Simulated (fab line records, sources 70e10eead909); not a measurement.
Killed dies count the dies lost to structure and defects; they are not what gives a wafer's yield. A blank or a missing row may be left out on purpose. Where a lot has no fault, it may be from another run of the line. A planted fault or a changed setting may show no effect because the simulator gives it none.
fab line records	flow nand_harc
record: lots: 6	wafers: 17	last_day: 21
route steps=1159 shown A_SGD_CUT@769 A_SLIT@779 A_SIN_REMOVE@804 A_WL_FILL@809 END@1159
lots that met no fault: from a run of the same line without faults
start_h: hours from the record's first day to the start of the lot's first wafer shown	wait_h: hours since the lot's step before	" unchanged from the row above	L1.1+2: a row that stands for several wafers	- no value, or no start was given	* or withheld: withheld	< > ~ a bound
route shown NAME@n: names a module that has steps shown in the file, with the first one's number in the route	usual: mean/standard deviation taken from wafers without a fault	same: alike in all rows	chamber/n: place in a boat	sites: readings site by site	_std_site: how widely they spread, as a standard deviation	_edge_site: mean of outer sites minus mean of inner sites	radius_mm: for every site, how far away it sits from the centre of the wafer	mask NAME#n: copy n	behind: tool/chamber where the wafer was last shaped	hold: cause of the lot's hold/its duration in hours/its outcome	device: whichever transistor did not switch (one of n, p or np)	end of line: the same wafers' tests at the end of the route	a step without rows: its recipe alone	killed: dies that structure and defects cost at the first sort, which is not the same as the wafer's yield	map: the dies of a wafer, with x for killed, . for not killed, _ for no die there
set.NAME: setting as actually run; set.NAME@STEP: the setting as run at that earlier step	model.NAME: the simulator's own value behind a step, which no gauge read
lots at some steps of the route; a table a step, a row a wafer
services: the hour from which a tool's chamber was out of use, counted from the record's first day as start_h (under 0 if before that day), plus the number of hours and why
== steps ==
step: NHARC_A_SGD_CUT_SRD_19
step: NHARC_A_SGD_CUT_DEP_20
recipe: target_thk_a: 1500	temp_c: 65	material: SiO2
step: NHARC_A_SGD_CUT_ANNEAL_27
recipe: temp_c: 450	time_s: 1800
step: NHARC_A_SGD_CUT_CMP_21
recipe: target_thk_nm: 148.19
step: NHARC_A_SGD_CUT_THK_MEAS_22
recipe: thk_meas_gauge: ellipsometry
usual: thk_nm: 147.7/1.6
lot.wafer	tool	chamber	start_h	wait_h	thk_nm
L858.3	film_metro-01	-	333.64	0.2	144.9
L858.4	"	-	"	"	146.9
L858.6	"	-	"	"	144.1
L859.2	film_metro-02	-	333.64	0.2	147.1
L859.3	"	-	"	"	147.6
L859.4	"	-	"	"	149.1
L856.2	film_metro-01	-	333.79	0.2	146.7
L856.5	"	-	"	"	146.3
L856.6	"	-	"	"	147.6
L861.2	film_metro-02	-	343.59	0.2	149.5
L861.4	"	-	"	"	146.6
L861.6	"	-	"	"	149.4
L862.2	film_metro-01	-	343.59	0.2	149.2
L862.4	"	-	"	"	146.5
L864.1	film_metro-02	-	368.05	0.2	149.4
L864.3	"	-	"	"	148.5
L864.4	"	-	"	"	147.2
step: NHARC_A_SGD_CUT_SRD_23
step: NHARC_A_SGD_CUT_ETCH_26
recipe: target_depth_a: 458	chemistry: dHF	material: SiO2
step: NHARC_A_SGD_CUT_ETCHBACK_24
recipe: target_depth_a: 500	over_etch_frac: 0.3	time_s: 92.857	ion_energy_ev: 120	ch3f_flow_sccm: 50	o2_flow_sccm: 30	ar_flow_sccm: 200	rf_w: 500	bias_w: 100	chemistry: CH3F/O2
usual: bias_w: 99.97/0.3	chamber_pressure_mTorr: 24.999/0.022	drypump_motor_current_A: 5.7/0.54	oes_product_au: 0.96/0.038	rf_vpp_V: 244.5/1.5	showerhead_plenum_p_Torr: 2.46/0.082	throttle_valve_pct: 20.662/0.0092
lot.wafer	tool	chamber	start_h	wait_h	bias_w	chamber_pressure_mTorr	drypump_motor_current_A	oes_product_au	rf_hours_counter_h	rf_vpp_V	showerhead_plenum_p_Torr	throttle_valve_pct
L859.3	rie_diel-12	1	334.00	0.3	99.87	24.989	5.1	0.93	14	242.9	2.41	20.664
L859.2	"	2	"	"	100.21	25.017	6.2	0.93	13	246.0	2.58	20.663
L859.4	"	3	"	"	100.08	25.004	6.0	0.93	13	245.4	2.49	20.662
L858.4	rie_diel-13	3	334.01	0.3	100.44	24.988	4.8	0.93	4	245.1	2.56	20.654
L858.3	"	0	"	"	99.90	24.990	5.2	0.94	4	245.4	2.50	20.649
L858.6	"	2	"	"	100.08	24.977	6.5	0.94	-	243.3	2.37	20.682
L856.2	rie_diel-12	1	334.17	0.3	100.31	24.970	5.1	0.92	14	244.4	2.41	20.664
L856.6	"	1	"	"	100.79	25.014	5.1	0.92	-	242.5	2.41	20.657
L856.5	"	2	"	"	99.64	24.988	6.2	0.91	-	246.1	2.58	20.670
L861.2	rie_diel-13	3	343.81	0.1	99.89	25.017	4.8	1.01	5	246.6	2.56	20.667
L861.4	"	1	"	"	100.47	24.990	5.4	0.99	5	246.4	2.53	20.666
L861.6	"	3	"	"	99.82	24.969	4.8	1.00	-	244.6	2.56	20.657
L862.4	rie_diel-02	3	343.84	0.2	100.16	25.001	6.6	1.01	1	242.6	2.38	20.670
L862.2	"	0	"	"	99.66	24.987	5.8	1.00	1	243.7	2.34	20.649
L864.4	rie_diel-12	3	368.29	0.2	99.84	24.974	6.0	0.92	17	246.0	2.49	20.649
L864.3	"	0	"	"	100.22	24.964	6.3	0.91	16	242.2	2.37	20.664
L864.1	"	1	"	"	100.64	25.004	5.1	0.92	17	244.9	2.41	20.677
step: NHARC_A_SGD_CUT_STRIP_28
recipe: time_s: 20	o2_flow_sccm: 500	ar_flow_sccm: 0	bias_w: 0	chemistry: O2
step: NHARC_A_SGD_CUT_INSPECT_25
usual: raw_defect_count: 295/85
lot.wafer	tool	chamber	start_h	wait_h	raw_defect_count
L858.3	defect_inspect-01	-	334.28	-	286
L858.4	"	-	"	"	311
L858.6	"	-	"	"	228
L859.2	defect_inspect-01	-	334.37	-	191
L859.3	"	-	"	"	197
L859.4	"	-	"	"	230
L856.2	defect_inspect-01	-	334.41	-	201
L856.5	"	-	"	"	266
L856.6	"	-	"	"	204
L861.2	defect_inspect-02	-	344.05	-	266
L861.4	"	-	"	"	200
L861.6	"	-	"	"	345
L862.2	defect_inspect-01	-	344.06	-	290
L862.4	"	-	"	"	364
L864.1	defect_inspect-02	-	368.51	-	276
L864.3	"	-	"	"	344
L864.4	"	-	"	"	292
step: NHARC_A_SLIT_DEP_25
recipe: target_thk_a: 2000	temp_c: 400	pressure_torr: 6.5	rf_w: 900	teos_flow_sccm: 161.4	flow_sccm: 2650	target_thk_nm: 200	gas: O2	material: SiO2
step: NHARC_A_SLIT_DEP_00
recipe: target_thk_a: 32000	temp_c: 400	material: aC
step: NHARC_A_SLIT_DEP_23
recipe: target_thk_a: 1000	target_thk_nm: 100	temp_c: 400	pressure_torr: 3.5	flow_sccm: 200	rf_w: 350	material: SiON
usual: heater_power_w: 749/89
lot.wafer	tool	chamber	start_h	wait_h	heater_power_w	since_wet_clean_h
L858.3	pecvd-04	0	337.36	1.1	710	-
L858.4	"	2	"	"	929	-
L858.6	"	0	"	"	724	-
L859.2	pecvd-04	0	338.84	1.4	594	131
L859.3	"	0	"	"	630	-
L859.4	"	2	"	"	841	-
L856.2	pecvd-03	0	339.75	1.4	773	35
L856.5	"	0	"	"	783	-
L856.6	"	1	"	"	713	-
L861.2	pecvd-03	1	348.30	1.4	674	43
L861.6	"	0	"	"	704	-
L861.4	"	1	"	"	665	-
L862.2	pecvd-03	2	348.45	1.4	759	43
L862.4	"	2	"	"	793	-
L864.3	pecvd-02	2	371.05	1.2	705	24
L864.1	"	1	"	"	900	24
L864.4	"	2	"	"	695	-
step: NHARC_A_SLIT_DEHYDRATE_01
recipe: temp_c: 150	time_s: 120
step: NHARC_A_SLIT_HMDS_02
recipe: time_s: 30
step: NHARC_A_SLIT_COAT_03
recipe: spin_rpm: 1500	resist_thk_nm: 90
step: NHARC_A_SLIT_SOFTBAKE_04
recipe: temp_c: 105	time_s: 55
step: NHARC_A_SLIT_EBR_05
step: NHARC_A_SLIT_EXPOSE_06
recipe: na: 1.35	dose_mj: 60.82	mask_id: SLIT
step: NHARC_A_SLIT_PEB_07
recipe: peb_temp_c: 100	peb_time_s: 65
step: NHARC_A_SLIT_DEVELOP_08
recipe: develop_time_s: 35	dev_temp_c: 23
step: NHARC_A_SLIT_CD_MEAS_09
recipe: target_cd_nm: 300	landing_energy_ev: 500
usual: cd_nm: 299.8/0.52
lot.wafer	tool	chamber	start_h	wait_h	cd_nm
L858.3	cd_sem-01	0	338.04	-	300.3
L858.4	"	0	"	"	299.8
L858.6	"	0	"	"	299.9
L859.2	cd_sem-01	0	339.60	-	299.9
L859.3	"	0	"	"	298.8
L859.4	"	0	"	"	299.2
L856.2	cd_sem-01	0	340.40	-	299.7
L856.5	"	0	"	"	299.9
L856.6	"	0	"	"	299.2
L861.2	cd_sem-02	0	348.93	-	300.3
L861.4	"	0	"	"	300.1
L861.6	"	0	"	"	300.7
L862.2	cd_sem-01	0	349.11	-	300.4
L862.4	"	0	"	"	300.9
L864.1	cd_sem-03	0	371.60	-	300.4
L864.3	"	0	"	"	299.1
L864.4	"	0	"	"	299.8
step: NHARC_A_SLIT_OVL_MEAS_10
usual: overlay_x_nm: -0.2/0.72	overlay_y_nm: 0.2/0.75
lot.wafer	tool	chamber	start_h	wait_h	overlay_x_nm	overlay_y_nm
L858.3	overlay-01	-	338.14	-	0.4	0.9
L858.4	"	-	"	"	0.4	0.6
L858.6	"	-	"	"	0.1	0.9
L859.2	overlay-01	-	339.69	-	0.5	0.6
L859.3	"	-	"	"	-0.3	0.1
L859.4	"	-	"	"	-0.4	0.3
L856.2	overlay-02	-	340.49	-	0.4	-0.6
L856.5	"	-	"	"	0.4	-1.2
L856.6	"	-	"	"	0.2	-0.8
L861.2	overlay-01	-	349.03	-	-1.6	-1.3
L861.4	"	-	"	"	-2.0	-0.6
L861.6	"	-	"	"	-2.0	-0.9
L862.2	overlay-01	-	349.19	-	-0.5	0.2
L862.4	"	-	"	"	0.1	0.6
L864.1	overlay-01	-	371.69	-	-0.8	-1.1
L864.3	"	-	"	"	-0.9	-1.3
L864.4	"	-	"	"	-1.2	-1.7
step: NHARC_A_SLIT_INSPECT_11
usual: raw_defect_count: 20/9.7
lot.wafer	tool	chamber	start_h	wait_h	raw_defect_count
L858.3	defect_inspect-01	-	338.17	0.0	11
L858.4	"	-	"	"	15
L858.6	"	-	"	"	16
L859.2	defect_inspect-02	-	339.72	0.0	8
L859.3	"	-	"	"	4
L859.4	"	-	"	"	8
L856.2	defect_inspect-02	-	340.52	0.0	8
L856.5	"	-	"	"	4
L856.6	"	-	"	"	4
L861.2	defect_inspect-01	-	349.07	0.0	10
L861.4	"	-	"	"	8
L861.6	"	-	"	"	11
L862.2	defect_inspect-02	-	349.23	0.0	20
L862.4	"	-	"	"	15
L864.1	defect_inspect-01	-	371.73	0.0	14
L864.3	"	-	"	"	25
L864.4	"	-	"	"	23
step: NHARC_A_SLIT_DESCUM_14
recipe: time_s: 3	o2_flow_sccm: 200	ar_flow_sccm: 0	bias_power_w: 0	chemistry: O2
step: NHARC_A_SLIT_ETCH_24
recipe: target_depth_a: 1210	time_s: 60.5	cf4_flow_sccm: 100	chf3_flow_sccm: 30	ar_flow_sccm: 0	rf_w: 500	bias_w: 200	chemistry: CF4/CHF3
step: NHARC_A_SLIT_ETCH_15
recipe: target_depth_a: 32000	over_etch_frac: 0.3	time_s: 832	ion_energy_ev: 150	o2_flow_sccm: 400	cos_flow_sccm: 20	ar_flow_sccm: 0	rf_w: 500	bias_w: 300	chemistry: O2/COS
step: NHARC_A_SLIT_ETCH_17
recipe: bias_v: 900	source_w: withheld	pressure_mtorr: 20	ar_flow_sccm: 375	c4f8_flow_sccm: 83.3	o2_flow_sccm: 41.7	time_s: 1687.5	target_depth_a: 1.01e+05	chemistry: C4F8/O2/Ar
usual: chamber_pressure_mTorr: 20.003/0.018	drypump_motor_current_A: 5.7/0.34	showerhead_plenum_p_Torr: 3.68/0.12	throttle_valve_pct: 32.046/0.0088
lot.wafer	tool	chamber	start_h	wait_h	chamber_pressure_mTorr	drypump_motor_current_A	rf_hours_counter_h	showerhead_plenum_p_Torr	throttle_valve_pct
L858.4	har_etch-01	1	339.52	-	19.991	5.7	-	3.58	32.044
L858.3	"	0	"	"	19.996	5.5	-	3.80	32.052
L858.6	"	0	"	"	19.993	5.5	-	3.80	32.032
L859.2	har_etch-01	1	340.96	-	19.994	5.6	10	3.58	32.048
L859.3	"	0	"	"	20.008	5.5	-	3.80	32.035
L859.4	"	1	"	"	20.060	5.6	-	3.58	32.044
L856.2	har_etch-01	0	342.39	-	20.000	5.5	11	3.80	32.043
L856.5	"	0	343.39	-	20.012	5.5	-	3.80	32.037
L856.6	"	1	"	"	19.988	5.6	-	3.58	32.036
L861.2	har_etch-01	0	352.33	-	20.021	5.6	16	3.79	32.047
L861.4	"	0	"	"	20.023	5.6	-	3.79	32.021
L861.6	"	0	"	"	20.017	5.5	-	3.79	32.055
L862.2	har_etch-01	1	354.03	-	19.991	5.7	18	3.57	32.046
L862.4	"	1	"	"	20.009	5.6	-	3.57	32.056
L864.1	har_etch-02	1	377.48	-	20.031	6.3	199	3.57	32.046
L864.4	"	1	"	"	20.003	6.3	-	3.57	32.055
L864.3	"	0	"	"	19.984	5.4	-	3.83	32.050
step: NHARC_A_SLIT_ETCH_26
recipe: bias_v: 400	source_w: 2000	pressure_mtorr: 25	time_s: 90	ar_flow_sccm: 375	c4f8_flow_sccm: 41.7	o2_flow_sccm: 83.3	target_depth_a: 4000	chemistry: C4F8/O2/Ar
usual: chamber_pressure_mTorr: 24.998/0.023	drypump_motor_current_A: 5.7/0.34	showerhead_plenum_p_Torr: 3.72/0.12	throttle_valve_pct: 27.619/0.0076
lot.wafer	tool	chamber	start_h	wait_h	chamber_pressure_mTorr	drypump_motor_current_A	rf_hours_counter_h	showerhead_plenum_p_Torr	throttle_valve_pct
L858.4	har_etch-01	1	340.59	0.8	25.031	5.6	-	3.61	27.626
L858.3	"	0	"	"	25.020	5.5	-	3.84	27.626
L858.6	"	0	"	"	24.968	5.5	-	3.83	27.630
L859.2	har_etch-01	1	342.24	1.0	24.971	5.6	11	3.61	27.608
L859.3	"	0	"	"	24.995	5.5	-	3.83	27.624
L859.4	"	1	"	"	24.988	5.7	-	3.61	27.612
L856.2	har_etch-01	0	343.89	1.2	24.982	5.6	12	3.83	27.618
L856.5	"	0	"	"	25.024	5.5	-	3.83	27.619
L856.6	"	1	"	"	25.013	5.6	-	3.61	27.622
L861.2	har_etch-01	0	353.84	1.3	24.959	5.6	18	3.83	27.623
L861.4	"	0	"	"	25.017	5.6	-	3.83	27.628
L861.6	"	0	"	"	25.020	5.6	-	3.83	27.614
L862.2	har_etch-01	1	355.52	1.2	25.024	5.6	19	3.60	27.626
L862.4	"	1	"	"	25.020	5.6	-	3.60	27.625
L864.1	har_etch-02	1	379.00	1.3	24.991	6.3	200	3.60	27.625
L864.4	"	1	"	"	24.964	6.3	-	3.60	27.617
L864.3	"	0	"	"	24.998	5.4	-	3.86	27.624
step: NHARC_A_SLIT_STRIP_28
recipe: o2_flow_sccm: 400	cos_flow_sccm: 20	ar_flow_sccm: 0	bias_w: 0	chemistry: O2/COS
step: NHARC_A_SLIT_ETCH_29
recipe: target_depth_a: 1000	overetch_a: 100	time_s: 55	ion_energy_ev: 100	cf4_flow_sccm: 80	o2_flow_sccm: 20	ar_flow_sccm: 0	rf_w: 300	bias_w: 100	chemistry: CF4/O2
step: NHARC_A_SLIT_STRIP_18
recipe: o2_flow_sccm: 500	ar_flow_sccm: 0	bias_w: 0	chemistry: O2
usual: chamber_pressure_mTorr: 59.99/0.06	drypump_motor_current_A: 5.9/0.37	oes_product_au: 1.001/0.01	rf_vpp_V: 57.9/0.87	showerhead_plenum_p_Torr: 3.59/0.11	throttle_valve_pct: 17.035/0.0099
same: bias_w: 0
lot.wafer	tool	chamber	start_h	wait_h	chamber_pressure_mTorr	drypump_motor_current_A	oes_product_au	rf_hours_counter_h	rf_vpp_V	showerhead_plenum_p_Torr	throttle_valve_pct
L858.4	rie_diel-07	3	-	-	59.92	6.4	1.017	6	57.6	3.53	17.036
L858.3	"	0	"	"	60.00	5.4	0.983	7	57.9	3.57	17.033
L858.6	"	1	"	"	60.02	5.2	0.993	-	57.8	3.76	17.025
L859.3	rie_diel-07	2	-	-	60.09	5.5	1.011	6	58.2	3.60	17.052
L859.2	"	0	"	"	59.95	5.4	0.993	7	57.0	3.57	17.039
L859.4	"	1	"	"	60.07	5.2	0.997	6	58.3	3.76	17.012
L856.2	rie_diel-07	3	-	-	60.04	6.4	1.014	7	58.3	3.53	17.029
L856.5	"	2	"	"	59.93	5.6	1.002	-	57.0	3.60	17.033
L856.6	"	3	"	"	60.05	6.3	1.018	-	58.2	3.53	17.036
L861.2	rie_diel-07	3	-	-	59.98	6.3	1.009	8	58.9	3.52	17.039
L861.4	"	0	"	"	60.00	5.4	1.005	9	58.3	3.57	17.035
L861.6	"	1	"	"	60.01	5.2	0.997	-	57.6	3.76	17.014
L862.2	rie_diel-01	1	-	-	59.89	6.1	1.015	3	57.2	3.74	17.032
L862.4	"	3	"	"	59.98	5.6	1.006	3	57.8	3.58	17.047
L864.1	rie_diel-01	3	-	-	60.12	5.6	0.994	4	57.1	3.58	17.046
L864.4	"	0	"	"	60.04	6.1	1.013	4	57.8	3.34	17.029
L864.3	"	1	"	"	59.96	6.1	1.001	4	57.8	3.74	17.035
step: NHARC_A_SLIT_PRECLEAN_19
recipe: time_s: *	temp_c: 50	bath_age_min: 0	chemistry: SC1
step: NHARC_A_SLIT_SRD_20
step: NHARC_A_SLIT_CD_MEAS_21
usual: cd_nm: 289.8/0.69
lot.wafer	tool	chamber	start_h	wait_h	cd_nm
L858.3	cd_sem-02	-	341.68	-	289.4
L858.4	"	-	"	"	288.4
L858.6	"	-	"	"	289.1
L859.2	cd_sem-01	-	343.36	-	290.7
L859.3	"	-	"	"	291.3
L859.4	"	-	"	"	290.1
L856.2	cd_sem-03	-	345.04	-	288.9
L856.5	"	-	"	"	289.0
L856.6	"	-	"	"	288.9
L861.2	cd_sem-01	-	354.99	-	290.2
L861.4	"	-	"	"	291.1
L861.6	"	-	"	"	290.9
L862.2	cd_sem-02	-	356.67	-	289.7
L862.4	"	-	"	"	289.0
L864.1	cd_sem-02	-	380.15	-	289.7
L864.3	"	-	"	"	290.4
L864.4	"	-	"	"	290.8
step: NHARC_A_SIN_REMOVE_WET_00
recipe: temp_c: 160	time_s: 15300	chemistry: H3PO4
step: NHARC_A_SIN_REMOVE_PRECLEAN_01
recipe: time_s: *	temp_c: 50	bath_age_min: 0	chemistry: SC1
step: NHARC_A_SIN_REMOVE_SRD_02
step: NHARC_A_SIN_REMOVE_INSPECT_04
usual: raw_defect_count: 282/78
lot.wafer	tool	chamber	start_h	wait_h	raw_defect_count
L859.2	defect_inspect-01	-	348.84	0.0	202
L859.3	"	-	"	"	213
L859.4	"	-	"	"	211
L858.3	defect_inspect-02	-	348.87	0.0	219
L858.4	"	-	"	"	254
L858.6	"	-	"	"	148
L856.2	defect_inspect-02	-	352.20	0.0	201
L856.5	"	-	"	"	260
L856.6	"	-	"	"	177
L861.4	defect_inspect-01	-	362.75	0.0	199
L862.4	defect_inspect-02	-	362.77	0.0	353
L864.1	defect_inspect-01	-	387.79	0.0	312
L864.3	"	-	"	"	371
L864.4	"	-	"	"	326
step: NHARC_A_WL_FILL_ALD_00
recipe: target_thk_a: 30	pulse_time_s: 3	ald_cycles: 30	temp_c: 300	material: Al2O3
step: NHARC_A_WL_FILL_RTA_01
recipe: temp_c: 1000	time_s: 5
usual: lamp_power_pct: 31.9/1.3	lamp_zone_2_pct: 31.9/1.3	lamp_zone_5_pct: 31.9/1.3	wafer_temp_C_max: 1006.1/1.5
lot.wafer	tool	chamber	start_h	wait_h	lamp_power_pct	lamp_zone_2_pct	lamp_zone_5_pct	wafer_temp_C_max
L859.2	rtp_anneal-01	0	349.40	-	33.0	33.1	33.1	1006.3
L859.3	"	0	"	"	33.1	33.0	33.1	1005.3
L859.4	"	0	"	"	33.1	33.1	33.0	1004.9
L858.3	rtp_anneal-01	0	349.77	-	33.1	33.0	33.1	1005.4
L858.4	"	0	"	"	33.1	33.1	33.1	1005.6
L858.6	"	0	"	"	33.1	33.1	33.1	1006.5
L856.2	rtp_anneal-01	0	352.56	-	33.1	33.1	33.0	1007.9
L856.5	"	0	"	"	33.1	33.1	33.0	1007.7
L856.6	"	0	"	"	33.0	33.0	33.1	1006.5
L861.4	rtp_anneal-02	0	363.15	-	30.4	30.4	30.4	1008.3
L862.4	rtp_anneal-01	0	363.19	-	33.1	33.0	33.0	1004.3
L864.1	rtp_anneal-02	0	388.30	0.3	30.5	30.5	30.5	1005.4
L864.3	"	0	"	"	30.5	30.5	30.4	1007.7
L864.4	"	0	"	"	30.5	30.4	30.5	1005.9
step: NHARC_END_SORT_01
recipe: temp_c: 25
usual: killed_at_array: 29/11	killed_at_other: 0.5/0.8	killed_at_periphery: 3.5/2.8	killed_dies: 33/12	killed_open: 3.1/1.8	killed_short: 1.8/1.4
same: gross_dies: 677
lot.wafer	tool	chamber	start_h	wait_h	killed_at_array	killed_at_other	killed_at_periphery	killed_dies	killed_open	killed_short
L861.2	prober-02	0	485.26	2.8	481	0	4	485	3	5
L861.6	prober-02	0	488.46	4.0	494	2	2	498	1	1
L862.2	prober-02	0	493.09	2.8	502	1	1	504	1	2
killed by level:class
L861.2 A_SLIT:area_dep=464 A_CONTACT:chamber_film_flake=4 A_CONTACT:geometric_particle:short=3 A_STAIRCASE:chamber_film_flake=3 P_ZERO_WELL:chamber_film_flake=2 A_ZERO_WELL:chamber_film_flake=2 P_CONTACT:geometric_particle:short=1 P_M0:geometric_particle:open=1
L861.6 A_SLIT:area_dep=481 A_CHANNEL_HOLE_D1:chamber_film_flake=5 A_CONTACT:chamber_film_flake=3 P_GATE:chamber_film_flake=2 THIN_TSV:chamber_film_flake=2 A_CHANNEL_FILL_D1:geometric_particle:short=1 A_CONTACT:geometric_particle:open=1 A_ZERO_WELL:chamber_film_flake=1
L862.2 A_SLIT:area_dep=483 A_CHANNEL_HOLE_D1:chamber_film_flake=11 A_CONTACT:chamber_film_flake=4 A_ONON_D1:geometric_particle:short=1 A_BLC:geometric_particle:open=1 A_M1:geometric_particle:short=1 P_M2:chamber_film_flake=1 A_STAIRCASE:chamber_film_flake=1
map L861.6 (x killed, . not)
____________x____________
_________xxxxx.x_________
_______x.xx.xxx..x_______
______xx.x.x.xxx.xx______
_____x.xxxxx.xx.xxx._____
____xxxxxxxxxxxxxxx..____
____.x.xxxxx.xxxxxxxx____
___.xxxxxxxxxxxxxx..xx___
___x.xxxx.xxxxxxxxxxxx___
__xx.x.xx.xxxxxxxxxxx.x__
__xxxxxxxxxxxx.x.xx.xx.__
_xxxxxxxxxx.x.xxxxxxx.x._
_xxxxxxxxxx..xxxxxxxxx.x_
_x.xxxx.xxxxxxxxxxxx.x.._
_.xxxxxxxx.xxxxxxx.xx.x._
_xxxxxxxx.xxxxxxxxxxxx.._
xxxxxxx.xxxxxxxxxxx..xx..
x.xxxx.xxxxxxx.xxxxxx....
xxxxxxxxxxxxxxxxxxxx...x.
x...xxxxxxxxxxxxxxx.xxxx.
xxxxxxxx.xxxxxxxxxxxx....
_xx.xxx.xxxxxxxx.xxxx.x._
_xx.xxxxxxxx.xxxxxxx.xxx_
_x..xx.xxxxxxxx.xx.xx..._
_xx.x.xxx.xxxxxxx.x..x.x_
_..xxx.xxxxxxxxxxx..xx.x_
__x.xxxxxx..xx.xx.xxxx.__
__xxx.xxxxxxxxxx..xx.xx__
___.xx..xxx.xxxxx.xx..___
___..x.x..xxxxx.x.xx.x___
____.xxx...xx..xxx...____
____..xxxxx.xx.xx.x..____
_____.......xx...x.x_____
______...x.xx...xx.______
_______.x.x....x.._______
_________x.x...x_________
____________.____________
map L862.2 (x killed, . not)
____________.____________
_________......x_________
_______.......x..._______
______.......x.x...______
_____....x.xx...x.x._____
____.x..x.xx.x.xx....____
____..xx.xxxxxxx.....____
___....x.xxx.x..xxxxx.___
___xxxxxxx.xx..xxxxxxx___
__x..x.xx.xxxxxxxx.x..x__
__.xxxxxxxxxx.x.xx.xxxx__
_.xxxxx.xxxxxxxxxxxx..xx_
_.xx...xxxxxx.xxxxxx.xx._
_.xx.xxxxxxxxxxxxx...xx._
_x.x.xxxxxxxxxxx.xxx.xx._
_x.xxxxxxxxxxxxxxxxxxx.._
x..xxxxxxxxxxxxxxxxxx.x..
xxxxxxxxxxxxxxxxxxx.xx...
x.xxxxxxxxxxxxxxxxxxxx.x.
...xxxxxxxxxxxxxxxx.xxx..
.x.x.xxxxxxxxxxxx.xxxxx.x
_xxxxxxxxxxxxxxxxxxx.x.x_
_x...xxxxxxx.xxxxxxxxxxx_
_.x.xxxxxxxxxxxxxxxxxxxx_
_..xx.xxxxxxxxxxxxxxxx.x_
_.x.xxxxx.xxxxxxxxxxx.xx_
__.xxxxxxxxxxxxxxxxxxx.__
__.xxxxxxxxxxxxxxxxxxxx__
___xxxxxxxxxxxxxxxxx.x___
___xxx.xxxxxxxxx...x.x___
____x.x.x.xxxxxxxxx..____
____xx.xxxxx.xxxxxxxx____
_____.xxxx.xxxxxx.x._____
______x.x.xx.xxx...______
_______xxxxxxxx..._______
_________xxxxxxx_________
____________.____________
== services ==
tool	chamber	start_h	hours	kind
rie_diel-01	3	310.21	17.1	repair
rie_diel-07	0	311.37	-	clean
rie_diel-07	1	311.37	-	clean
rie_diel-07	2	311.37	-	clean
rie_diel-07	3	311.37	-	clean
rie_diel-01	-	314.81	9.0	pm
har_etch-01	0	322.00	-	clean
har_etch-01	0	322.00	-	consumable_replace:focus_ring
har_etch-01	1	322.00	-	clean
har_etch-01	1	322.00	-	consumable_replace:focus_ring
rie_diel-13	0	323.08	1.8	repair
pecvd-02	-	323.35	0.2	repair
pecvd-02	-	334.00	13.0	pm
rie_diel-07	0	335.87	-	clean
rie_diel-07	1	335.87	-	clean
rie_diel-07	2	335.87	-	clean
pecvd-02	-	348.18	0.7	repair
rie_diel-01	2	365.97	2.5	repair
pecvd-03	1	366.30	12.8	repair
rtp_anneal-01	-	374.92	1.0	repair
pecvd-04	-	376.36	13.0	pm
rie_diel-12	-	379.40	9.0	pm
rie_diel-07	2	380.41	4.0	repair
rie_diel-13	3	386.13	44.7	repair
== key ==
first_sign: step: NHARC_END_SORT_01	reading: killed_at_array	direction: up	sigmas: 41	usual: 29	struck: 492
effect: step: NHARC_END_SORT_01	reading: killed_dies	direction: up	sigmas: 39	usual: 33	struck: 496
more_kills_born_at: NHARC_A_SLIT_DEP_23@pecvd-03: 1428
met_at NHARC_A_SLIT_DEP_23
struck_wafers L861.2,L861.6,L862.2
later_rows_left_out L861.2,L861.6,L862.2
tester_left_out L861,L862
onset_between 339.75 348.30
fault: kind: process_parameter_drift	tool: pecvd-03	chamber: -	onset_h: 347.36	steps: NHARC_A_SLIT_DEP_23	channel: target_thk_a	offset: *	shape: step	end_h: 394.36	scope: struck_wafers_only	acts_in: *	stated: *
tester_left_out: of these lots the tester's yield and bins aren't shown, on N5 and GAA mostly nor the transistor test; their killed dies are dies lost to structure and defects alone, not to doping, threshold or leakage, so they don't give the yield
later_rows_left_out: the simulator's readings of these wafers behind a module that went badly wrong aren't trusted and aren't shown, but for the sort
